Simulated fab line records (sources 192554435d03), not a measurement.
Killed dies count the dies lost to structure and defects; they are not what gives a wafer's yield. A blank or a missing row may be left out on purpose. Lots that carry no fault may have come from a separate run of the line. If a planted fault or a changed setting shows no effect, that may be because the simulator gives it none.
Matching of chambers    flow n5_finfet    N5_BEOL_M3_ILD_DEP_00 on pecvd-01: 3 sister chambers
The step deposits SiOC from DEMS/O2, target thk 79 nm, time 15.3 s. 3 wafers are shown with their chamber, then 8 later ones without.

WAFERS WITH THEIR CHAMBER
wafer   chamber  throttle_valve_pct (%)
L083.1  1        12.9
L083.3  0        11.4
L087.1  2        11.4

WAFERS WITH NO CHAMBER GIVEN
wafer   throttle_valve_pct (%)
L087.3  11.6
L087.5  11.4
L091.3  13.2
L091.4  11.2
L091.5  12.8
L097.2  11.5
L097.3  12.9
L097.5  11.5

CHAMBER TAKEN BY EACH
wafer   from the rows above      in truth
L087.3  can't be placed: 0 or 2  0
L087.5  can't be placed: 0 or 2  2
L091.3  1                        1
L091.4  can't be placed: 0 or 2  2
L091.5  1                        1
L097.2  can't be placed: 0 or 2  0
L097.3  1                        1
L097.5  can't be placed: 0 or 2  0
Correct placement for 3 of the 8. From these rows, 5 cannot be placed; in 5 the true chamber is one of the candidates. 0 placed wrongly.
How it was worked out, from the rows above alone: a wafer's distance from a chamber is the root of the sum, over the readings, of the square of ((its reading less the chamber's mean) divided by the reading's scatter). If the next closest chamber is less than 2 further off than the closest, the wafer can't be placed; otherwise it belongs to the closest. A chamber's mean is the mean of its shown wafers. The scatter (one wafer shown for each chamber): square how far every hidden wafer sits from the nearest shown wafer, average those squares and take the square root.
